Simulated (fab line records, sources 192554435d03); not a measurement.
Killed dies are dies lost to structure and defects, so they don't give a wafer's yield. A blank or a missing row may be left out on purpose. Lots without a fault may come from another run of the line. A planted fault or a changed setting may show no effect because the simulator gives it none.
Chamber matching | flow n5_finfet | N5_BEOL_M8_ILD_DEP_00 on pecvd-04: 3 sister chambers
The step deposits SiCOH lowk from DEMS/porogen, target thk 179.75 nm, time 33.4 s. 3 wafers are shown with their chamber, then 12 later ones without.

WAFERS WITH THEIR CHAMBER
wafer  | chamber | throttle_valve_pct (%)
L084.4 | 2       | 13.1
L085.3 | 0       | 14.3
L085.4 | 1       | 13.4

WAFERS WITHOUT THEIR CHAMBER
wafer  | throttle_valve_pct (%)
L087.1 | 14.2
L087.5 | 13.3
L087.6 | 14.0
L093.3 | 13.3
L093.5 | 13.2
L093.6 | 14.3
L092.2 | 13.2
L092.4 | 14.0
L092.5 | 13.4
L091.3 | 13.4
L091.4 | 13.5
L091.5 | 13.5

WHICH CHAMBER EACH WENT THROUGH
wafer  | from the rows above     | in truth
L087.1 | 0                       | 0
L087.5 | can't be placed: 1 or 2 | 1
L087.6 | 0                       | 0
L093.3 | can't be placed: 1 or 2 | 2
L093.5 | can't be placed: 2 or 1 | 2
L093.6 | 0                       | 0
L092.2 | can't be placed: 2 or 1 | 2
L092.4 | 0                       | 0
L092.5 | 1                       | 1
L091.3 | 1                       | 1
L091.4 | 1                       | 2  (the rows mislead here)
L091.5 | 1                       | 1
Placed correctly: 7 of 12. Can't be placed from these rows: 4 (the true chamber is among the candidates in 4). Placed wrongly: 1.
How it was worked out, from the rows above alone: a wafer's distance from a chamber is the root of the sum, over the readings, of the square of ((its reading less the chamber's mean) divided by the reading's scatter). The wafer belongs to the nearest chamber; if the next one is less than 2 further off, it can't be placed. A chamber's mean is the mean of its shown wafers. The scatter: with one shown wafer a chamber, the root of the mean of the squares of how far each hidden wafer lies from its nearest shown one.
